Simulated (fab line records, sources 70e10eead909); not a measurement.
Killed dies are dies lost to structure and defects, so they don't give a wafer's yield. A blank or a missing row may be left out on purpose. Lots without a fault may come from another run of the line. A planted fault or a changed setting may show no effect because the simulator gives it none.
fab line records | flow nand_harc
record lots=24 wafers=72 last_day=24
route steps=1159 shown A_STAIRCASE@580
lots that met no fault: from a run of the same line without faults
start_h: hours from the record's first day to the start of the lot's first wafer shown | wait_h: hours since the lot's step before | " the same as in the row above | L1.1+2: a row that stands for several wafers | - no value, or no start given | * or withheld: withheld | < > ~ a bound
route shown NAME@n: a module of which the file shows steps, and the number in the route of the first | usual: mean/standard deviation of fault-free wafers | same: alike in all rows | chamber/n: place in a boat | sites: the reading at each site | _std_site: their standard deviation | _edge_site: outer sites' mean less inner sites' | radius_mm: how far each site lies from the wafer's centre | mask NAME#n: copy n | behind: the tool/chamber that last shaped the wafer | hold: why the lot was held/for how many hours/how that ended | device: the transistor (n, p or np) that didn't switch | end of line: the same wafers' tests at the end of the route | a step without rows: its recipe alone | killed: dies lost to structure and defects at the first sort, not the wafer's yield | map: a wafer's dies, x killed, . not, _ none there
set.NAME: the setting as run; set.NAME@STEP: as run at that earlier step | model.NAME: the simulator's own value behind a step, which no gauge read
steps of the route over a sample of lots; a table a step, a row a wafer
services: from which hour (start_h, from the record's first day; less than 0 if before it) a tool's chamber was out of use, for how many hours, and why
## steps
# step NHARC_A_STAIRCASE_DESCUM_186
# recipe time_s=3 o2_flow_sccm=200 ar_flow_sccm=0 bias_power_w=0 chemistry=O2
# usual drypump_motor_current_A=5.7/0.46 oes_product_au=0.997/0.014 rf_vpp_V=57.8/1 showerhead_plenum_p_Torr=1.89/0.1 throttle_valve_pct=11.312/0.0091
# columns lot.wafer tool chamber start_h wait_h drypump_motor_current_A oes_product_au rf_hours_counter_h rf_vpp_V showerhead_plenum_p_Torr throttle_valve_pct
L075.3 rie_diel-04 2 234.32 - 5.4 1.007 48 56.3 1.88 11.332
L075.1 " 3 " " 5.6 0.993 50 57.8 1.94 11.317
L075.4 " 1 " " 6.0 1.001 45 57.7 1.94 11.305
L074.1 rie_diel-04 3 241.54 - 5.6 0.992 53 57.9 1.94 11.319
L074.5 " 0 " " 5.0 1.010 - 59.7 2.02 11.315
L074.6 " 1 " " 6.0 0.999 - 57.9 1.94 11.310
L076.2 rie_diel-04 3 253.16 - 5.6 0.986 56 57.8 1.94 11.308
L076.4 " 0 " " 5.0 1.013 53 60.6 2.02 11.321
L076.5 " 1 " " 5.9 1.005 - 58.3 1.94 11.303
L077.1 rie_diel-01 0 253.70 - 5.8 1.005 33 58.7 1.97 11.315
L077.6 " 2 " " 6.1 1.000 - 57.3 1.95 11.316
L077.5 " 3 " " 5.0 0.989 - 58.8 1.81 11.312
L078.4 rie_diel-02 3 262.55 - 5.2 1.005 37 56.5 1.80 11.322
L078.3 " 0 " " 6.2 0.987 40 57.9 1.78 11.297
L078.6 " 3 " " 5.2 1.007 - 57.7 1.80 11.317
L079.1 rie_diel-02 2 277.49 - 5.8 0.981 41 58.9 1.76 11.316
L079.3 " 3 " " 5.2 1.002 42 57.8 1.80 11.319
L079.2 " 0 " " 6.2 0.988 46 58.5 1.78 11.309
L080.2 rie_diel-02 2 277.76 - 5.8 0.978 42 57.2 1.76 11.308
L080.6 " 1 " " 6.3 0.991 - 57.7 1.83 11.306
L080.5 " 2 " " 5.9 0.972 - 58.9 1.76 11.318
L082.3 rie_diel-02 2 293.14 - 5.8 0.969 46 58.2 1.76 11.301
L082.1 " 3 " " 5.2 1.013 46 57.6 1.80 11.312
L082.5 " 1 " " 6.2 0.996 - 58.2 1.82 11.296
L081.4 rie_diel-01 1 293.51 - 5.3 1.012 50 59.6 2.06 11.317
L081.3 " 0 " " 5.8 0.991 48 55.8 1.97 11.310
L081.5 " 1 " " 5.3 1.005 - 59.2 2.06 11.315
L083.2 rie_diel-01 1 293.68 - 5.3 1.017 51 58.8 2.06 11.287
L083.3 " 2 " " 6.1 1.015 51 58.1 1.95 11.312
L083.6 " 2 " " 6.1 1.021 - 58.2 1.95 11.321
L084.3 rie_diel-02 2 304.08 - 5.8 0.981 51 57.9 1.76 11.320
L084.4 " 3 " " 5.2 1.030 51 56.8 1.80 11.296
L084.6 " 0 " " 6.2 0.997 - 57.3 1.78 11.303
L086.1 rie_diel-04 2 315.54 - 5.4 1.006 5 57.7 1.88 11.330
L086.3 " 3 " " 5.6 0.976 3 57.7 1.93 11.314
L086.6 " 2 " " 5.4 1.009 - 56.7 1.88 11.319
L085.3 rie_diel-02 1 317.02 - 6.3 0.980 61 57.5 1.82 11.313
L085.6 " 3 " " 5.2 1.004 - 56.6 1.80 11.304
L085.5 " 1 " " 6.3 0.981 - 57.3 1.82 11.305
L087.3 rie_diel-04 1 321.52 - 5.9 1.007 9 58.2 1.94 11.306
L087.6 " 0 " " 5.0 1.003 - 58.7 2.01 11.336
L087.5 " 1 " " 5.9 0.998 - 57.8 1.94 11.306
L089.1 rie_diel-02 0 327.01 - 6.2 0.970 60 56.4 1.78 11.316
L089.4 " 3 " " 5.2 0.995 61 57.8 1.79 11.307
L089.5 " 0 " " 6.2 0.989 - 59.0 1.78 11.322
L088.3 rie_diel-01 1 327.71 - 5.3 1.000 2 59.6 2.06 11.321
L088.1 " 0 " " 5.8 0.976 2 59.2 1.96 11.312
L088.4 " 0 " " 5.8 0.978 - 56.2 1.96 11.301
L090.2 rie_diel-04 1 335.53 - 6.0 1.006 17 58.6 1.93 11.320
L090.4 " 2 " " 5.4 0.995 16 56.1 1.87 11.315
L090.6 " 0 " " 5.0 0.991 - 57.6 2.01 11.320
L091.2 rie_diel-01 2 336.01 - 6.2 1.014 2 57.3 1.95 11.299
L091.4 " 3 " " 4.9 0.979 6 56.6 1.80 11.330
L091.6 " 1 " " 5.4 1.008 - 58.8 2.05 11.313
L093.1 rie_diel-01 1 350.55 - 5.3 0.996 11 59.6 2.05 11.318
L093.2 " 3 " " 5.0 0.997 12 56.7 1.80 11.306
L093.6 " 1 " " 5.3 1.006 - 57.5 2.05 11.312
L092.3 rie_diel-02 2 351.11 - 5.8 0.983 5 59.4 2.08 11.306
L092.2 " 3 " " 5.2 1.025 5 56.8 1.79 11.327
L092.5 " 1 " " 6.3 1.010 - 57.4 1.82 11.308
L094.4 rie_diel-01 3 364.06 - 5.0 1.003 18 58.6 1.80 11.304
L094.6 " 2 " " 6.1 1.012 - 58.5 1.94 11.309
L094.5 " 3 " " 5.0 0.994 - 57.0 1.80 11.311
L095.3 rie_diel-02 0 364.39 - 6.3 1.003 10 55.7 1.77 11.305
L095.2 " 1 " " 6.3 1.006 10 57.4 1.82 11.317
L095.6 " 0 " " 6.2 1.005 - 56.6 1.77 11.307
L096.2 rie_diel-01 2 370.77 - 6.1 0.994 15 58.3 1.94 11.315
L096.5 " 1 " " 5.3 0.992 - 59.5 2.05 11.302
L096.6 " 2 " " 6.1 1.017 - 57.1 1.94 11.305
L097.3 rie_diel-02 2 374.84 - 5.9 0.995 13 59.6 2.07 11.301
L097.4 " 3 " " 5.2 1.020 8 58.2 1.79 11.307
L097.5 " 0 " " 6.2 0.991 - 56.7 1.77 11.291
# step NHARC_A_STAIRCASE_TRIM_198
# recipe time_s=211.2 o2_flow_sccm=500 ar_flow_sccm=0 bias_w=0 chemistry=O2
# usual drypump_motor_current_A=5.7/0.45 oes_product_au=0.995/0.014 rf_vpp_V=57.6/0.92 showerhead_plenum_p_Torr=3.45/0.16 throttle_valve_pct=17.036/0.0091
# columns lot.wafer tool chamber start_h wait_h drypump_motor_current_A oes_product_au rf_hours_counter_h rf_vpp_V showerhead_plenum_p_Torr throttle_valve_pct
L075.3 rie_diel-02 2 - - 5.9 0.980 27 58.4 3.28 17.021
L075.1 " 0 " " 6.2 0.985 30 57.9 3.31 17.051
L075.4 " 1 " " 6.3 0.989 31 57.0 3.39 17.040
L074.1 rie_diel-04 0 - - 5.0 1.014 50 58.0 3.71 17.021
L074.5 " 0 " " 5.0 1.016 - 57.9 3.71 17.029
L074.6 " 1 " " 6.0 0.990 - 57.8 3.58 17.015
L076.2 rie_diel-02 3 - - 5.2 0.996 34 58.0 3.34 17.035
L076.4 " 0 " " 6.2 0.992 36 56.3 3.30 17.029
L076.5 " 3 " " 5.2 0.996 - 57.1 3.34 17.036
L077.1 rie_diel-02 1 - - 6.3 0.987 37 59.6 3.38 17.037
L077.6 " 3 " " 5.2 1.003 - 57.8 3.34 17.031
L077.5 " 0 " " 6.2 1.002 - 56.8 3.30 17.029
L078.3 rie_diel-02 2 - - 5.8 0.984 38 58.1 3.27 17.039
L078.4 " 0 " " 6.3 0.994 41 57.2 3.30 17.028
L078.6 " 3 " " 5.2 1.014 - 56.2 3.34 17.030
L079.1 rie_diel-04 1 - - 6.0 1.012 60 59.0 3.57 17.035
L079.3 " 2 " " 5.4 1.015 64 57.5 3.47 17.032
L079.2 " 3 " " 5.6 0.984 66 59.4 3.56 17.035
L080.2 rie_diel-02 0 - - 6.2 0.993 47 55.8 3.30 17.044
L080.6 " 3 " " 5.2 1.002 - 56.7 3.33 17.038
L080.5 " 0 " " 6.2 0.993 - 57.6 3.30 17.038
L082.3 rie_diel-02 3 - - 5.2 0.998 47 58.7 3.33 17.040
L082.1 " 0 " " 6.2 0.992 51 56.5 3.30 17.034
L082.5 " 2 " " 5.8 0.965 - 56.5 3.27 17.036
L081.4 rie_diel-02 1 - - 6.3 0.989 51 57.7 3.38 17.034
L081.3 " 3 " " 5.2 1.008 47 56.6 3.33 17.049
L081.5 " 0 " " 6.3 0.997 - 57.2 3.30 17.023
L083.2 rie_diel-02 2 - - 5.8 0.970 47 57.3 3.27 17.046
L083.3 " 3 " " 5.2 1.010 47 57.2 3.33 17.015
L083.6 " 2 " " 5.8 0.958 - 57.7 3.27 17.038
L084.4 rie_diel-02 2 - - 5.9 0.970 52 57.2 3.27 17.048
L084.3 " 3 " " 5.2 1.006 52 57.3 3.33 17.029
L084.6 " 2 " " 5.8 0.971 - 57.2 3.27 17.029
L085.3 rie_diel-02 2 - - 5.8 0.986 58 56.0 3.26 17.014
L085.5 " 2 " " 5.8 0.971 - 58.2 3.26 17.041
L085.6 " 3 " " 5.2 0.995 - 57.4 3.33 17.028
L086.3 rie_diel-04 2 - - 5.4 0.997 8 57.5 3.46 17.034
L086.1 " 1 " " 5.9 0.997 9 56.0 3.57 17.042
L086.6 " 2 " " 5.4 1.006 - 58.1 3.46 17.022
L087.3 rie_diel-04 0 - - 5.0 0.998 10 59.9 3.69 17.032
L087.6 " 1 " " 5.9 1.000 - 58.0 3.57 17.031
L087.5 " 2 " " 5.4 1.001 - 58.3 3.46 17.050
L089.4 rie_diel-04 3 - - 5.6 0.973 9 57.3 3.56 17.033
L089.1 " 0 " " 5.0 0.984 11 57.8 3.69 17.035
L089.5 " 2 " " 5.4 1.006 - 57.5 3.46 17.041
L088.1 rie_diel-01 3 - - 5.0 0.989 2 57.3 3.34 17.030
L088.3 " 0 " " 5.8 0.979 2 57.9 3.61 17.050
L088.4 " 0 " " 5.8 0.985 - 57.0 3.61 17.044
L090.4 rie_diel-04 2 - - 5.4 1.012 17 57.1 3.46 17.036
L090.2 " 3 " " 5.7 0.979 14 57.3 3.56 17.048
L090.6 " 1 " " 5.9 1.008 - 57.1 3.56 17.029
L091.4 rie_diel-01 3 - - 5.0 0.993 7 57.6 3.33 17.036
L091.2 " 1 " " 5.3 0.996 7 59.0 3.77 17.025
L091.6 " 3 " " 5.0 0.988 - 58.1 3.33 17.030
L093.2 rie_diel-01 2 - - 6.2 1.014 9 59.4 3.58 17.045
L093.1 " 3 " " 5.0 1.008 14 56.5 3.33 17.051
L093.6 " 2 " " 6.1 1.013 - 58.2 3.58 17.034
L092.2 rie_diel-04 0 - - 5.0 0.999 25 59.0 3.69 17.023
L092.3 " 1 " " 6.0 1.013 26 56.9 3.56 17.048
L092.5 " 3 " " 5.6 0.986 - 60.1 3.55 17.027
L094.4 rie_diel-01 2 - - 6.1 1.002 13 59.9 3.58 17.049
L094.5 " 3 " " 5.0 0.987 - 56.6 3.33 17.027
L094.6 " 0 " " 5.8 0.995 - 58.1 3.61 17.033
L095.3 rie_diel-01 1 - - 5.3 1.007 16 57.1 3.76 17.043
L095.2 " 2 " " 6.1 1.010 14 58.4 3.58 17.037
L095.6 " 3 " " 5.0 0.992 - 57.7 3.33 17.038
L096.2 rie_diel-01 3 - - 5.0 0.994 21 57.0 3.33 17.042
L096.5 " 1 " " 5.4 1.001 - 58.0 3.76 17.022
L096.6 " 2 " " 6.2 1.007 - 58.0 3.58 17.046
L097.4 rie_diel-02 0 - - 6.2 0.990 14 56.9 3.28 17.052
L097.3 " 1 " " 6.3 1.006 14 57.4 3.36 17.038
L097.5 " 0 " " 6.3 0.990 - 55.6 3.28 17.035
# step NHARC_A_STAIRCASE_ETCH_199
# recipe target_depth_a=1000 time_s=40.5 ion_energy_ev=400 c4f8_flow_sccm=20 o2_flow_sccm=10 ar_flow_sccm=withheld rf_w=600 bias_w=1000 chemistry=C4F8/O2
# usual oes_product_au=0.937/0.014 rf_vpp_V=893/6
# columns lot.wafer tool chamber start_h wait_h oes_product_au rf_hours_counter_h rf_vpp_V
L075.3 rie_diel-02 2 - - 0.932 28 886
L075.1 " 3 " " 0.947 27 890
L075.4 " 0 " " 0.946 30 887
L074.1 rie_diel-04 3 - - 0.921 53 898
L074.5 " 2 " " 0.951 - 893
L074.6 " 3 " " 0.938 - 897
L076.2 rie_diel-02 3 - - 0.947 34 888
L076.4 " 1 " " 0.951 37 893
L076.5 " 0 " " 0.930 - 888
L077.1 rie_diel-02 1 - - 0.931 37 891
L077.5 " 0 " " 0.934 - 888
L077.6 " 1 " " 0.939 - 890
L078.3 rie_diel-02 3 - - 0.938 37 889
L078.4 " 1 " " 0.955 42 892
L078.6 " 3 " " 0.949 - 889
L079.3 rie_diel-04 2 - - 0.949 64 895
L079.2 " 0 " " 0.961 62 902
L079.1 " 1 " " 0.932 60 899
L080.2 rie_diel-02 0 - - 0.942 47 885
L080.6 " 1 " " 0.953 - 889
L080.5 " 2 " " 0.931 - 886
L082.3 rie_diel-02 3 - - 0.955 47 890
L082.1 " 0 " " 0.935 51 887
L082.5 " 0 " " 0.942 - 887
L081.3 rie_diel-02 3 - - 0.955 47 888
L081.4 " 0 " " 0.930 51 888
L081.5 " 2 " " 0.924 - 886
L083.3 rie_diel-02 3 - - 0.945 47 887
L083.2 " 0 " " 0.933 52 886
L083.6 " 3 " " 0.945 - 888
L084.4 rie_diel-02 3 - - 0.944 52 890
L084.3 " 1 " " 0.933 56 890
L084.6 " 3 " " 0.951 - 888
L085.3 rie_diel-02 0 - - 0.905 58 886
L085.6 " 2 " " 0.910 - 887
L085.5 " 3 " " 0.954 - 888
L086.3 rie_diel-04 2 - - 0.938 8 894
L086.1 " 3 " " 0.930 6 899
L086.6 " 3 " " 0.926 - 898
L087.3 rie_diel-04 2 - - 0.938 10 894
L087.5 " 1 " " 0.934 - 896
L087.6 " 2 " " 0.936 - 893
L089.4 rie_diel-04 0 - - 0.926 11 903
L089.1 " 3 " " 0.911 9 898
L089.5 " 1 " " 0.939 - 897
L088.1 rie_diel-01 1 - - 0.949 3 905
L088.3 " 0 " " 0.928 3 900
L088.4 " 3 " " 0.936 - 889
L090.4 rie_diel-04 3 - - 0.919 14 897
L090.2 " 0 " " 0.939 16 902
L090.6 " 3 " " 0.922 - 896
L091.4 rie_diel-01 3 - - 0.925 7 890
L091.2 " 0 " " 0.929 7 898
L091.6 " 3 " " 0.930 - 889
L093.2 rie_diel-01 3 - - 0.941 14 889
L093.1 " 0 " " 0.936 14 899
L093.6 " 0 " " 0.931 - 899
L092.3 rie_diel-04 1 - - 0.964 26 898
L092.2 " 2 " " 0.955 25 893
L092.5 " 1 " " 0.965 - 898
L094.4 rie_diel-01 1 - - 0.947 16 904
L094.5 " 3 " " 0.924 - 889
L094.6 " 0 " " 0.937 - 899
L095.2 rie_diel-01 0 - - 0.934 18 900
L095.3 " 1 " " 0.938 16 905
L095.6 " 3 " " 0.939 - 890
L096.2 rie_diel-01 2 - - 0.953 16 898
L096.5 " 1 " " 0.941 - 905
L096.6 " 2 " " 0.951 - 898
L097.3 rie_diel-02 3 - - 0.976 9 888
L097.4 " 0 " " 0.935 14 887
L097.5 " 3 " " 0.977 - 887
# step NHARC_A_STAIRCASE_TRIM_200
# recipe time_s=211.2 o2_flow_sccm=500 ar_flow_sccm=0 bias_w=0 chemistry=O2
# usual drypump_motor_current_A=5.7/0.46 oes_product_au=0.996/0.013 rf_vpp_V=57.5/0.84 showerhead_plenum_p_Torr=3.46/0.16 throttle_valve_pct=17.036/0.0088
# columns lot.wafer tool chamber start_h wait_h drypump_motor_current_A oes_product_au rf_hours_counter_h rf_vpp_V showerhead_plenum_p_Torr throttle_valve_pct
L075.3 rie_diel-02 2 - - 5.9 0.972 28 57.4 3.28 17.053
L075.1 " 0 " " 6.2 0.992 30 58.0 3.31 17.033
L075.4 " 1 " " 6.3 0.996 31 56.8 3.39 17.044
L074.1 rie_diel-04 2 - - 5.4 1.012 51 58.4 3.47 17.038
L074.5 " 2 " " 5.4 1.003 - 58.6 3.48 17.033
L074.6 " 3 " " 5.6 0.990 - 57.3 3.57 17.034
L076.4 rie_diel-02 3 - - 5.2 1.011 34 57.1 3.34 17.013
L076.2 " 1 " " 6.3 0.998 37 57.6 3.38 17.032
L076.5 " 3 " " 5.2 1.018 - 58.4 3.34 17.028
L077.1 rie_diel-02 2 - - 5.9 0.984 35 57.2 3.27 17.018
L077.6 " 0 " " 6.2 0.993 - 56.7 3.30 17.035
L077.5 " 1 " " 6.3 0.997 - 57.1 3.38 17.036
L078.4 rie_diel-02 3 - - 5.2 1.005 37 57.1 3.34 17.020
L078.3 " 2 " " 5.9 0.977 38 56.0 3.27 17.025
L078.6 " 0 " " 6.2 0.987 - 57.8 3.30 17.027
L079.2 rie_diel-04 2 - - 5.4 1.025 64 56.4 3.47 17.039
L079.3 " 3 " " 5.6 0.980 66 57.8 3.56 17.045
L079.1 " 0 " " 5.0 1.008 62 58.6 3.70 17.047
L080.2 rie_diel-02 0 - - 6.3 0.989 47 57.6 3.30 17.044
L080.6 " 1 " " 6.3 0.998 - 56.7 3.38 17.042
L080.5 " 2 " " 5.8 0.977 - 57.7 3.27 17.033
L082.1 rie_diel-02 1 - - 6.4 0.985 50 57.6 3.37 17.043
L082.3 " 3 " " 5.2 1.001 47 57.6 3.33 17.024
L082.5 " 1 " " 6.3 0.983 - 57.4 3.38 17.039
L081.3 rie_diel-02 2 - - 5.8 0.974 47 57.3 3.27 17.043
L081.4 " 0 " " 6.2 0.985 51 57.2 3.30 17.035
L081.5 " 1 " " 6.3 0.989 - 57.1 3.38 17.035
L083.3 rie_diel-02 0 - - 6.3 1.000 52 57.7 3.30 17.036
L083.2 " 1 " " 6.3 0.991 51 56.9 3.37 17.034
L083.6 " 0 " " 6.2 0.990 - 58.4 3.30 17.033
L084.4 rie_diel-02 2 - - 5.8 0.969 52 56.5 3.26 17.038
L084.3 " 3 " " 5.2 1.013 52 57.0 3.33 17.023
L084.6 " 1 " " 6.3 0.984 - 56.9 3.37 17.034
L085.3 rie_diel-02 0 - - 6.2 0.975 58 56.7 3.29 17.044
L085.6 " 3 " " 5.2 1.010 - 59.2 3.33 17.027
L085.5 " 0 " " 6.2 0.978 - 57.3 3.29 17.036
L086.3 rie_diel-04 0 - - 5.0 0.994 8 56.7 3.69 17.043
L086.1 " 1 " " 5.9 1.005 9 57.7 3.57 17.033
L086.6 " 1 " " 6.0 1.012 - 57.6 3.57 17.051
L087.3 rie_diel-04 2 - - 5.4 1.012 10 57.7 3.46 17.050
L087.5 " 0 " " 5.0 0.996 - 57.3 3.69 17.027
L087.6 " 1 " " 6.0 1.008 - 58.5 3.57 17.036
L089.4 rie_diel-04 2 - - 5.4 1.014 12 57.1 3.46 17.025
L089.1 " 3 " " 5.6 0.986 9 57.1 3.56 17.031
L089.5 " 1 " " 6.0 1.013 - 58.8 3.56 17.036
L088.3 rie_diel-01 1 - - 5.3 1.002 3 59.5 3.77 17.038
L088.1 " 3 " " 5.0 0.991 3 57.4 3.34 17.040
L088.4 " 0 " " 5.8 0.976 - 58.8 3.61 17.035
L091.4 rie_diel-01 3 - - 5.0 0.982 7 55.7 3.33 17.038
L091.2 " 0 " " 5.8 0.998 7 56.5 3.61 17.031
L091.6 " 3 " " 5.0 0.992 - 58.2 3.33 17.050
L090.4 rie_diel-04 2 - - 5.4 1.006 17 56.8 3.46 17.021
L090.2 " 1 " " 6.0 1.005 18 57.4 3.56 17.029
L090.6 " 2 " " 5.4 1.007 - 56.5 3.46 17.045
L093.2 rie_diel-01 1 - - 5.3 0.999 13 58.3 3.77 17.041
L093.1 " 2 " " 6.2 0.997 9 58.1 3.58 17.046
L093.6 " 1 " " 5.3 0.992 - 57.8 3.77 17.028
L092.3 rie_diel-04 2 - - 5.4 0.998 25 58.7 3.45 17.035
L092.2 " 0 " " 5.0 1.001 25 58.2 3.69 17.036
L092.5 " 3 " " 5.6 0.986 - 56.9 3.55 17.031
L094.4 rie_diel-01 1 - - 5.3 1.003 16 56.8 3.76 17.027
L094.5 " 2 " " 6.2 1.013 - 56.9 3.58 17.030
L094.6 " 3 " " 5.0 1.003 - 57.5 3.33 17.046
L095.3 rie_diel-01 3 - - 5.0 0.994 19 58.1 3.33 17.041
L095.2 " 1 " " 5.3 0.992 16 58.8 3.76 17.035
L095.6 " 2 " " 6.2 1.007 - 57.3 3.58 17.052
L096.2 rie_diel-01 2 - - 6.2 1.020 16 57.1 3.58 17.034
L096.5 " 2 " " 6.1 1.014 - 57.5 3.58 17.043
L096.6 " 3 " " 5.0 0.992 - 57.0 3.33 17.037
L097.4 rie_diel-02 3 - - 5.2 1.036 9 58.4 3.32 17.037
L097.3 " 1 " " 6.2 0.999 14 55.7 3.36 17.048
L097.5 " 3 " " 5.2 1.028 - 56.6 3.32 17.045
# step NHARC_A_STAIRCASE_ETCH_221
# recipe target_depth_a=1000 time_s=40.5 ion_energy_ev=400 c4f8_flow_sccm=20 o2_flow_sccm=10 ar_flow_sccm=withheld rf_w=600 bias_w=1000 chemistry=C4F8/O2
# usual oes_product_au=0.933/0.016 rf_vpp_V=895/6.1
# columns lot.wafer tool chamber start_h wait_h oes_product_au rf_hours_counter_h rf_vpp_V
L075.4 rie_diel-02 3 - - 0.934 27 887
L075.3 " 0 " " 0.934 31 886
L075.1 " 2 " " 0.900 28 885
L074.1 rie_diel-01 0 - - 0.930 30 901
L074.5 " 2 " " 0.931 - 899
L074.6 " 3 " " 0.924 - 891
L076.4 rie_diel-01 3 - - 0.921 38 889
L076.2 " 0 " " 0.923 36 899
L076.5 " 1 " " 0.944 - 906
L077.1 rie_diel-01 2 - - 0.938 40 898
L077.6 " 2 " " 0.932 - 899
L077.5 " 3 " " 0.909 - 890
L078.4 rie_diel-04 0 - - 0.951 57 902
L078.3 " 1 " " 0.962 56 897
L078.6 " 0 " " 0.958 - 902
L079.2 rie_diel-02 3 - - 0.952 43 890
L079.1 " 0 " " 0.942 47 887
L079.3 " 2 " " 0.916 43 886
L080.2 rie_diel-04 3 - - 0.902 67 897
L080.5 " 3 " " 0.907 - 898
L080.6 " 0 " " 0.935 - 901
L082.3 rie_diel-01 1 - - 0.933 53 905
L082.1 " 3 " " 0.919 52 889
L082.5 " 2 " " 0.945 - 897
L081.3 rie_diel-04 2 - - 0.930 0 894
L081.4 " 0 " " 0.930 - 902
L081.5 " 1 " " 0.933 - 896
L083.2 rie_diel-04 0 - - 0.935 1 903
L083.3 " 1 " " 0.920 1 898
L083.6 " 1 " " 0.936 - 898
L084.3 rie_diel-02 1 - - 0.906 57 890
L084.4 " 3 " " 0.930 53 888
L084.6 " 2 " " 0.897 - 885
L085.3 rie_diel-02 0 - - 0.931 58 888
L085.5 " 0 " " 0.934 - 888
L085.6 " 1 " " 0.939 - 891
L086.3 rie_diel-02 3 - - 0.939 59 889
L086.1 " 0 " " 0.912 59 886
L086.6 " 2 " " 0.899 - 886
L087.3 rie_diel-04 1 - - 0.969 11 897
L087.6 " 2 " " 0.947 - 894
L087.5 " 3 " " 0.931 - 897
L088.1 rie_diel-01 1 - - 0.936 4 905
L088.3 " 3 " " 0.923 4 891
L088.4 " 1 " " 0.937 - 904
L089.1 rie_diel-01 0 - - 0.925 5 900
L089.4 " 1 " " 0.934 4 905
L089.5 " 3 " " 0.913 - 889
L091.2 rie_diel-02 1 - - 0.958 3 890
L091.4 " 3 " " 0.967 1 888
L091.6 " 2 " " 0.932 - 905
L090.2 rie_diel-04 1 - - 0.928 20 896
L090.4 " 2 " " 0.924 19 893
L090.6 " 2 " " 0.916 - 892
L093.1 rie_diel-04 0 - - 0.948 26 901
L093.2 " 2 " " 0.954 26 892
L093.6 " 3 " " 0.936 - 897
L092.2 rie_diel-01 2 - - 0.930 10 899
L092.3 " 1 " " 0.923 13 905
L092.5 " 3 " " 0.917 - 890
L094.4 rie_diel-02 1 - - 0.950 - 890
L094.5 " 2 " " 0.939 - 905
L094.6 " 0 " " 0.943 - 886
L095.3 rie_diel-01 0 - - 0.948 18 898
L095.2 " 1 " " 0.951 17 904
L095.6 " 0 " " 0.939 - 899
L096.2 rie_diel-04 3 - - 0.913 32 897
L096.5 " 0 " " 0.938 - 902
L096.6 " 1 " " 0.945 - 896
L097.4 rie_diel-01 2 - - 0.936 19 898
L097.3 " 3 " " 0.916 23 889
L097.5 " 1 " " 0.927 - 904
# step NHARC_A_STAIRCASE_ETCH_225
# recipe target_depth_a=1000 time_s=40.5 ion_energy_ev=400 c4f8_flow_sccm=20 o2_flow_sccm=10 ar_flow_sccm=withheld rf_w=600 bias_w=1000 chemistry=C4F8/O2
# usual oes_product_au=0.939/0.015 rf_vpp_V=895/6.2
# columns lot.wafer tool chamber start_h wait_h oes_product_au rf_hours_counter_h rf_vpp_V
L075.1 rie_diel-02 0 - - 0.928 31 888
L075.3 " 1 " " 0.934 32 891
L075.4 " 2 " " 0.927 28 888
L074.1 rie_diel-01 2 - - 0.950 35 897
L074.6 " 0 " " 0.937 - 899
L074.5 " 1 " " 0.961 - 907
L076.4 rie_diel-01 1 - - 0.946 38 907
L076.2 " 2 " " 0.942 41 898
L076.5 " 0 " " 0.941 - 901
L077.1 rie_diel-01 1 - - 0.951 38 906
L077.6 " 1 " " 0.957 - 905
L077.5 " 2 " " 0.952 - 899
L078.3 rie_diel-04 0 - - 0.960 57 902
L078.4 " 1 " " 0.950 56 898
L078.6 " 3 " " 0.935 - 895
L080.2 rie_diel-04 2 - - 0.956 65 893
L080.5 " 1 " " 0.943 - 900
L080.6 " 2 " " 0.965 - 894
L079.2 rie_diel-02 1 - - 0.944 47 891
L079.3 " 3 " " 0.943 43 890
L079.1 " 0 " " 0.921 47 887
L082.1 rie_diel-01 3 - - 0.923 53 890
L082.3 " 1 " " 0.947 53 904
L082.5 " 3 " " 0.927 - 889
L081.4 rie_diel-01 2 - - 0.949 55 899
L081.3 " 3 " " 0.920 55 889
L081.5 " 1 " " 0.938 - 905
L083.3 rie_diel-01 3 - - 0.927 55 889
L083.2 " 0 " " 0.937 53 900
L083.6 " 3 " " 0.924 - 889
L084.3 rie_diel-02 0 - - 0.931 57 886
L084.4 " 2 " " 0.914 53 887
L084.6 " 0 " " 0.942 - 889
L085.3 rie_diel-02 2 - - 0.916 60 887
L085.6 " 2 " " 0.902 - 886
L085.5 " 3 " " 0.943 - 888
L086.1 rie_diel-02 0 - - 0.916 59 886
L086.3 " 1 " " 0.918 64 890
L086.6 " 1 " " 0.924 - 889
L087.3 rie_diel-04 1 - - 0.954 12 898
L087.6 " 0 " " 0.936 - 903
L087.5 " 1 " " 0.965 - 897
L088.4 rie_diel-01 0 - - 0.921 5 898
L088.1 " 1 " " 0.942 4 905
L088.3 " 3 " " 0.917 5 889
L089.4 rie_diel-01 0 - - 0.923 5 899
L089.1 " 2 " " 0.963 1 898
L089.5 " 0 " " 0.920 - 901
L091.4 rie_diel-02 0 - - 0.950 3 889
L091.2 " 1 " " 0.945 3 890
L091.6 " 0 " " 0.940 - 887
L090.2 rie_diel-04 0 - - 0.940 19 902
L090.4 " 1 " " 0.955 20 898
L090.6 " 0 " " 0.943 - 902
L093.2 rie_diel-04 0 - - 0.954 26 904
L093.1 " 3 " " 0.941 25 896
L093.6 " 0 " " 0.954 - 902
L092.2 rie_diel-01 3 - - 0.951 15 888
L092.3 " 0 " " 0.945 15 899
L092.5 " 2 " " 0.951 - 899
L094.5 rie_diel-02 1 - - 0.943 - 890
L094.4 " 2 " " 0.930 - 906
L094.6 " 0 " " 0.937 - 886
L095.2 rie_diel-01 1 - - 0.948 17 905
L095.3 " 2 " " 0.979 14 899
L095.6 " 3 " " 0.965 - 890
L096.2 rie_diel-04 3 - - 0.921 32 897
L096.6 " 1 " " 0.968 - 899
L096.5 " 2 " " 0.928 - 894
L097.4 rie_diel-01 3 - - 0.929 24 887
L097.3 " 1 " " 0.952 23 904
L097.5 " 3 " " 0.937 - 889
## services
# columns tool chamber start_h hours kind
rie_diel-02 2 219.20 6.0 repair
rie_diel-02 0 233.23 - clean
rie_diel-02 1 233.23 - clean
rie_diel-02 2 233.23 - clean
rie_diel-02 3 233.23 - clean
rie_diel-02 0 257.81 - clean
rie_diel-02 1 257.81 - clean
rie_diel-02 2 257.81 - clean
rie_diel-02 3 257.81 - clean
rie_diel-01 2 263.02 6.3 repair
rie_diel-01 3 272.30 2.7 repair
rie_diel-02 0 282.33 - clean
rie_diel-02 1 282.33 - clean
rie_diel-02 2 282.33 - clean
rie_diel-02 3 282.33 - clean
rie_diel-04 - 288.97 9.0 pm
rie_diel-02 0 307.28 - clean
rie_diel-02 1 307.28 - clean
rie_diel-02 2 307.28 - clean
rie_diel-02 3 307.28 - clean
rie_diel-02 0 310.33 8.5 repair
rie_diel-01 2 323.83 8.6 repair
rie_diel-02 - 327.70 9.0 pm
rie_diel-02 3 355.46 16.0 repair
## key
fault none
